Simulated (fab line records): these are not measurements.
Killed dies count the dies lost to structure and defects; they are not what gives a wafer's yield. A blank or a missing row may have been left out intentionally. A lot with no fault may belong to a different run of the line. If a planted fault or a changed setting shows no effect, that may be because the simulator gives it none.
Which of the tools did it? + flow nandHarc + 14 lots, 38 wafers sampled, at 6 steps of a route of 1302

## WHAT THE GAUGES SHOWED, per wafer
NHARC_A_ZERO_WELL_CD_MEAS_10: target cd 2000 nm. Usual: cdNm at 1999.5 nm, with a standard deviation of 2.4.
| lot  | measured     | on       | cdNm (nm)            | flag |
|------|--------------|----------|----------------------|------|
| L190 | day 6 17:43  | cdSem-03 | 2002.1 2001.1 1997.7 |      |
| L191 | day 7 06:18  | cdSem-03 | 2002.9 2003.3 2001.3 |      |
| L192 | day 7 11:34  | cdSem-02 | 2000.5 2003.1 2003.0 |      |
| L194 | day 8 11:16  | cdSem-03 | 1999.3 1998.6 2003.2 |      |
| L196 | day 9 07:53  | cdSem-03 | 1998.5 1995.8 1996.2 |      |
| L197 | day 9 21:43  | cdSem-03 | 1998.6 2003.5 2000.7 |      |
| L199 | day 10 18:22 | cdSem-02 | 1995.7               |      |
| L200 | day 11 05:44 | cdSem-01 | 1998.4               |      |
| L208 | day 14 10:02 | cdSem-03 | 1999.4 2000.5 1999.2 |      |
| L209 | day 14 19:01 | cdSem-03 | 1999.2 1998.6 2001.1 |      |
| L210 | day 15 05:19 | cdSem-01 | 2004.0 1999.0 2004.4 |      |
| L211 | day 15 19:20 | cdSem-01 | 1999.0 1997.8 2000.2 |      |
| L212 | day 16 04:25 | cdSem-01 | 1997.7 1995.8 1999.0 |      |
| L213 | day 16 07:27 | cdSem-03 | 2002.2 2003.3 1999.2 |      |

NHARC_A_ONON_D1_THK_MEAS_11: measures by ellipsometry. Usual: thkNm at 998 nm, with a standard deviation of 7.7.
| lot  | measured     | on           | thkNm (nm)     | flag |
|------|--------------|--------------|----------------|------|
| L190 | day 7 19:19  | filmMetro-02 | 1001 1001 1001 |      |
| L191 | day 8 06:26  | filmMetro-02 | 995 995 995    |      |
| L192 | day 8 14:07  | filmMetro-01 | 999 996 997    |      |
| L194 | day 9 11:50  | filmMetro-02 | 995 994 995    |      |
| L196 | day 10 07:57 | filmMetro-02 | 1012 1015 1013 |      |
| L197 | day 10 22:15 | filmMetro-02 | 995 997 996    |      |
| L199 | day 11 20:08 | filmMetro-01 | 1008           |      |
| L200 | day 12 05:28 | filmMetro-01 | 995            |      |
| L208 | day 15 09:15 | filmMetro-01 | 991 988 991    |      |
| L209 | day 15 19:01 | filmMetro-01 | 1003 1003 1004 |      |
| L210 | day 16 06:40 | filmMetro-02 | 984 984 985    |      |
| L211 | day 16 19:22 | filmMetro-01 | 1002 1000 1001 |      |
| L212 | day 17 06:38 | filmMetro-02 | 1001 1001 1001 |      |
| L213 | day 17 06:38 | filmMetro-01 | 1007 1007 1005 |      |

NHARC_A_ONON_D1_THK_MEAS_34: measures by ellipsometry. Usual: thkNm at 200.4 nm, with a standard deviation of 2.7.
| lot  | measured     | on           | thkNm (nm)        | flag |
|------|--------------|--------------|-------------------|------|
| L190 | day 8 07:27  | filmMetro-02 | 201.9 199.3 203.5 |      |
| L191 | day 8 17:33  | filmMetro-02 | 202.2 202.1 203.2 |      |
| L192 | day 9 01:22  | filmMetro-02 | 199.8 203.4 201.0 |      |
| L194 | day 9 23:19  | filmMetro-01 | 204.2 197.4 200.8 |      |
| L196 | day 10 23:35 | filmMetro-02 | 198.1 200.3 201.1 |      |
| L197 | day 11 09:19 | filmMetro-02 | 198.4 197.5 204.6 |      |
| L199 | day 12 07:14 | filmMetro-01 | 93.0 92.3         | OFF  |
| L200 | day 12 16:35 | filmMetro-02 | 91.5 94.2         | OFF  |
| L208 | day 15 23:22 | filmMetro-02 | 198.4 199.3 200.0 |      |
| L209 | day 16 06:31 | filmMetro-01 | 198.8 202.3 196.1 |      |
| L210 | day 16 17:46 | filmMetro-01 | 200.2 204.1 202.7 |      |
| L211 | day 17 06:28 | filmMetro-01 | 196.0 201.2 200.9 |      |
| L212 | day 17 18:35 | filmMetro-02 | 201.5 198.9 203.6 |      |
| L213 | day 17 18:36 | filmMetro-01 | 200.2 200.5 200.0 |      |

NHARC_END_SORT_01. Usual: killedAtArray 56, standard deviation 19; killedAtOther 0.8, standard deviation 1.1; killedAtPeriphery 3.4, standard deviation 2.5; killedDies 60, standard deviation 19; killedOpen 2.9, standard deviation 1.7; killedShort 2.4, standard deviation 1.6.
| lot  | measured     | on        | killedAtArray | killedAtOther | killedAtPeriphery | killedDies | killedOpen | killedShort | flag |
|------|--------------|-----------|---------------|---------------|-------------------|------------|------------|-------------|------|
| L208 | day 31 19:32 | prober-02 | 81            | 4             | 3                 | 88         | 3          | 4           |      |

## WHAT TOOL EACH LOT RAN ON (gives the tool, then ch and the chambers of the sampled wafers, and finally the start)
| lot  | NHARC_A_ZERO_WELL_ETCH_13       | NHARC_A_ONON_D1_DEP_33          |
|------|---------------------------------|---------------------------------|
| L190 | rieSi-02 ch 1,2,3, day 6 18:05  | pecvd-04 ch 0,1, day 8 07:02    |
| L191 | rieSi-05 ch 0,1,2, day 7 06:40  | pecvd-01 ch 0,1,2, day 8 17:16  |
| L192 | rieSi-05 ch 0,1, day 7 11:55    | pecvd-01 ch 0,1,2, day 9 00:58  |
| L194 | rieSi-01 ch 0,3, day 8 11:37    | pecvd-02 ch 0,1,2, day 9 23:02  |
| L196 | rieSi-05 ch 0,1,2, day 9 08:14  | pecvd-01 ch 0,2, day 10 23:10   |
| L197 | rieSi-05 ch 1,3, day 9 22:05    | pecvd-01 ch 1,2, day 11 08:54   |
| L199 | rieSi-02 ch 0, day 10 18:46     | pecvd-01 ch 2, day 12 07:02     |
| L200 | rieSi-05 ch 2, day 11 06:08     | pecvd-01 ch 2, day 12 16:23     |
| L208 | rieSi-01 ch 0,1,2, day 14 10:25 | pecvd-02 ch 0,1,2, day 15 22:57 |
| L209 | rieSi-05 ch 0,1, day 14 19:24   | pecvd-04 ch 0,1, day 16 06:07   |
| L210 | rieSi-05 ch 2,3, day 15 05:40   | pecvd-04 ch 0,1,2, day 16 17:21 |
| L211 | rieSi-02 ch 0,1,2, day 15 19:43 | pecvd-04 ch 0,1, day 17 06:06   |
| L212 | rieSi-02 ch 2,3, day 16 04:47   | pecvd-04 ch 0,1,2, day 17 18:10 |
| L213 | rieSi-05 ch 1,2,3, day 16 07:50 | pecvd-01 ch 0,1,2, day 17 18:20 |
- NHARC_A_ZERO_WELL_ETCH_13: etches the open film in HBr/Cl2, target depth 120 nm, time 40.1 s.
- NHARC_A_ONON_D1_DEP_33: deposits SiO2, target thk 200 nm.

## WHAT THE TOOLS THEMSELVES READ (means of the sampled wafers that have a number; where no wafer has one, the mark that the record gives instead)
NHARC_A_ZERO_WELL_ETCH_13. Usual: drypumpMotorCurrentA 5.8 A, standard deviation 0.52; oesProductAu 0.998 a.u., standard deviation 0.0096; throttleValvePct 26.406 %, standard deviation 0.0094.
| lot  | tool     | drypumpMotorCurrentA (A) | oesProductAu (a.u.) | throttleValvePct (%) | flag |
|------|----------|--------------------------|---------------------|----------------------|------|
| L190 | rieSi-02 | 5.8                      | 1.008               | 26.415               |      |
| L191 | rieSi-05 | 5.5                      | 1.002               | 26.400               |      |
| L192 | rieSi-05 | 5.8                      | 0.992               | 26.414               |      |
| L194 | rieSi-01 | 6.3                      | 0.973               | 26.404               |      |
| L196 | rieSi-05 | 5.5                      | 1.001               | 26.412               |      |
| L197 | rieSi-05 | 5.9                      | 1.003               | 26.407               |      |
| L199 | rieSi-02 | 5.5                      | 1.001               | 26.402               |      |
| L200 | rieSi-05 | 4.9                      | 0.991               | 26.410               |      |
| L208 | rieSi-01 | 5.9                      | 0.995               | 26.407               |      |
| L209 | rieSi-05 | 5.8                      | 1.000               | 26.417               |      |
| L210 | rieSi-05 | 6.0                      | 1.000               | 26.417               |      |
| L211 | rieSi-02 | 5.5                      | 0.998               | 26.405               |      |
| L212 | rieSi-02 | 5.7                      | 1.000               | 26.408               |      |
| L213 | rieSi-05 | 5.7                      | 1.000               | 26.401               |      |

NHARC_A_ONON_D1_DEP_33. Usual: heaterPowerW 534 W, standard deviation 120; throttleValvePct 15.9 %, standard deviation 0.48.
| lot  | tool     | heaterPowerW (W) | throttleValvePct (%) | flag |
|------|----------|------------------|----------------------|------|
| L190 | pecvd-04 | 656              | 16.1                 |      |
| L191 | pecvd-01 | 501              | 15.4                 |      |
| L192 | pecvd-01 | 511              | 15.3                 |      |
| L194 | pecvd-02 | 539              | 16.1                 |      |
| L196 | pecvd-01 | 499              | 15.5                 |      |
| L197 | pecvd-01 | 529              | 15.3                 |      |
| L199 | pecvd-01 | 580              | 15.5                 |      |
| L200 | pecvd-01 | 558              | 15.6                 |      |
| L208 | pecvd-02 | 541              | 16.1                 |      |
| L209 | pecvd-04 | 698              | 16.1                 |      |
| L210 | pecvd-04 | 538              | 16.3                 |      |
| L211 | pecvd-04 | 673              | 16.1                 |      |
| L212 | pecvd-04 | 559              | 16.2                 |      |
| L213 | pecvd-01 | 479              | 15.5                 |      |

## THE ANSWER, worked out from the rows above alone
Rule: a lot is off if the mean of its wafers that have a number lies more than 3 standard deviations from the usual mean. Also off: a lot with no number at a reading for which 4 or more lots have one. All remaining lots with rows at the step are treated as sound. Order of review: gauges by route order, followed by the tools' own readings, for which a lot's mean as printed above is used. At the first step where some lot is off, the reading lying furthest off is the one used; lots without a number count as furthest.
Off: L199, L200 (NHARC_A_ONON_D1_THK_MEAS_34, thkNm).
A tool fits if, at a process step before that reading, it ran every lot that is off, and no sound lot after the first of them. The gauges at NHARC_A_ONON_D1_THK_MEAS_34 are tried like those tools. No candidate that was tried fits.

## WHAT THE SIMULATOR PUT IN
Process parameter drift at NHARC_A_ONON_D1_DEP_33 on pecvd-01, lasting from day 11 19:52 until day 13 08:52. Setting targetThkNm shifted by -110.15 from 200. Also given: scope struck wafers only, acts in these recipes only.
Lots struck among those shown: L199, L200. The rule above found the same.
